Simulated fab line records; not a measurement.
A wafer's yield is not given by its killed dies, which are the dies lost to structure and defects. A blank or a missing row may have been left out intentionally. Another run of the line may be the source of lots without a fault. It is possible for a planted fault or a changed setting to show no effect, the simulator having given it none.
Lot-split experiment :: flow n5-finfet :: on a route of 1938 steps: 7 lots, 21 wafers read

SPLIT DETAILS
At N5_BEOL_M14_DEP_53 (deposits SiCN from 3MS/NH3, target thk 50 nm, time 17.8 s), the setting time-s was moved away from the recipe's 17.8 s on 8 of the 21 wafers read, by -13.6% to +13.4%. All remaining wafers had this setting at the recipe value.

The split's own step is where the reading is taken.

THE READING
SiCN_of_BEOL_M14_DEP_53.thk-nm (the simulator's own value, which no gauge read), in nm, at N5_BEOL_M14_DEP_53 (deposits SiCN from 3MS/NH3, target thk 50 nm, time 17.8 s). There is no usual value for it anywhere in the file. The 13 wafers here that ran the recipe average 50.0 nm, standard deviation 0.76 nm.

wafer: L075.2
tool, chamber at the split: pecvd-03, 0
time-s as run, s: 18.89
against the recipe: +6.1%
SiCN_of_BEOL_M14_DEP_53.thk-nm, nm: 53.2
against lot-mates on the recipe: +2.7

wafer: L075.5
tool, chamber at the split: pecvd-03, 2
time-s as run, s: 17.8
against the recipe: recipe
SiCN_of_BEOL_M14_DEP_53.thk-nm, nm: 49.6
against lot-mates on the recipe: -

wafer: L075.6
tool, chamber at the split: pecvd-03, 0
time-s as run, s: 17.8
against the recipe: recipe
SiCN_of_BEOL_M14_DEP_53.thk-nm, nm: 51.4
against lot-mates on the recipe: -

wafer: L081.2
tool, chamber at the split: pecvd-02, 2
time-s as run, s: 15.38
against the recipe: -13.6%
SiCN_of_BEOL_M14_DEP_53.thk-nm, nm: 43.2
against lot-mates on the recipe: -6.0

wafer: L081.3
tool, chamber at the split: pecvd-02, 1
time-s as run, s: 17.8
against the recipe: recipe
SiCN_of_BEOL_M14_DEP_53.thk-nm, nm: 49.2
against lot-mates on the recipe: -

wafer: L081.6
tool, chamber at the split: pecvd-02, 1
time-s as run, s: 15.38
against the recipe: -13.6%
SiCN_of_BEOL_M14_DEP_53.thk-nm, nm: 44
against lot-mates on the recipe: -5.2

wafer: L083.1
tool, chamber at the split: pecvd-01, 2
time-s as run, s: 17.8
against the recipe: recipe
SiCN_of_BEOL_M14_DEP_53.thk-nm, nm: 48.6
against lot-mates on the recipe: -

wafer: L083.4
tool, chamber at the split: pecvd-01, 1
time-s as run, s: 17.8
against the recipe: recipe
SiCN_of_BEOL_M14_DEP_53.thk-nm, nm: 50.2
against lot-mates on the recipe: -

wafer: L083.5
tool, chamber at the split: pecvd-01, 0
time-s as run, s: 19.07
against the recipe: +7.1%
SiCN_of_BEOL_M14_DEP_53.thk-nm, nm: 53.4
against lot-mates on the recipe: +4.0

wafer: L085.2
tool, chamber at the split: pecvd-02, 0
time-s as run, s: 17.8
against the recipe: recipe
SiCN_of_BEOL_M14_DEP_53.thk-nm, nm: 49.6
against lot-mates on the recipe: -

wafer: L085.5
tool, chamber at the split: pecvd-02, 0
time-s as run, s: 17.8
against the recipe: recipe
SiCN_of_BEOL_M14_DEP_53.thk-nm, nm: 50.2
against lot-mates on the recipe: -

wafer: L085.6
tool, chamber at the split: pecvd-02, 1
time-s as run, s: 17.8
against the recipe: recipe
SiCN_of_BEOL_M14_DEP_53.thk-nm, nm: 50
against lot-mates on the recipe: -

wafer: L087.3
tool, chamber at the split: pecvd-02, 1
time-s as run, s: 17.8
against the recipe: recipe
SiCN_of_BEOL_M14_DEP_53.thk-nm, nm: 50.4
against lot-mates on the recipe: -

wafer: L087.5
tool, chamber at the split: pecvd-02, 1,2
time-s as run, s: 17.8
against the recipe: recipe
SiCN_of_BEOL_M14_DEP_53.thk-nm, nm: 51
against lot-mates on the recipe: -

wafer: L087.6
tool, chamber at the split: pecvd-02, 1,2
time-s as run, s: 17.8
against the recipe: recipe
SiCN_of_BEOL_M14_DEP_53.thk-nm, nm: 51
against lot-mates on the recipe: -

wafer: L094.3
tool, chamber at the split: pecvd-03, 2
time-s as run, s: 16.88
against the recipe: -5.2%
SiCN_of_BEOL_M14_DEP_53.thk-nm, nm: 46
against lot-mates on the recipe: -4.0

wafer: L094.5
tool, chamber at the split: pecvd-03, 2
time-s as run, s: 16.88
against the recipe: -5.2%
SiCN_of_BEOL_M14_DEP_53.thk-nm, nm: 46.6
against lot-mates on the recipe: -3.4

wafer: L094.6
tool, chamber at the split: pecvd-03, 0
time-s as run, s: 17.8
against the recipe: recipe
SiCN_of_BEOL_M14_DEP_53.thk-nm, nm: 50
against lot-mates on the recipe: -

wafer: L095.1
tool, chamber at the split: pecvd-01, 1
time-s as run, s: 17.8
against the recipe: recipe
SiCN_of_BEOL_M14_DEP_53.thk-nm, nm: 49.4
against lot-mates on the recipe: -

wafer: L095.4
tool, chamber at the split: pecvd-01, 1
time-s as run, s: 20.19
against the recipe: +13.4%
SiCN_of_BEOL_M14_DEP_53.thk-nm, nm: 57.2
against lot-mates on the recipe: +7.8

wafer: L095.5
tool, chamber at the split: pecvd-01, 2
time-s as run, s: 20.19
against the recipe: +13.4%
SiCN_of_BEOL_M14_DEP_53.thk-nm, nm: 56.8
against lot-mates on the recipe: +7.4
Where a row lists several chambers, the file gives one row for several wafers and doesn't say which wafer went through which chamber.

THE FIT
A straight line over all 21 wafers: SiCN_of_BEOL_M14_DEP_53.thk-nm changes by +0.509 nm for each +1% of time-s; r = +0.98; the points scatter about the line by 0.76 nm.
The same after taking each lot's own level away (the mean of its wafers on the recipe; 21 wafers): +0.504 nm for each +1%; r = +0.98; scatter 0.76 nm.
Per that fit: largest time-s move, reading shift of 6.9 nm.
Measured against the standard deviation above, the lots' own levels, which go from 49.20 to 50.80 nm, span 2.1 times it.
Hence the lot-to-lot level has little effect on the slope; both slopes agree.
Check: with one of the wafers moved furthest among these (-13.6%) left out of the fit, the line predicts -7.03 nm for it against its lot-mates. Against them it came out at -6 nm.

THE OTHER SPLITS THESE WAFERS WENT THROUGH
Note: prior to the reading, these wafers also went through further splits. Each is held against what the fit with the lots' levels taken away leaves over:
other split on the same wafers: N5_BEOL_M12_EXPOSE_07 dose-mj
wafers away from the commonest value: 7
r with SiCN_of_BEOL_M14_DEP_53.thk-nm (lot level and that fit taken away): -0.06

other split on the same wafers: N5_BEOL_M14_TRENCH_ETCH_34 bias-w
wafers away from the commonest value: 8
r with SiCN_of_BEOL_M14_DEP_53.thk-nm (lot level and that fit taken away): -0.08

other split on the same wafers: N5_BEOL_M14_SPUTTER_43 time-s
wafers away from the commonest value: 10
r with SiCN_of_BEOL_M14_DEP_53.thk-nm (lot level and that fit taken away): +0.13

FILE'S OWN FIT
SiCN_of_BEOL_M14_DEP_53.thk-nm changes by +0.505 nm for each +1% of time-s, r = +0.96.
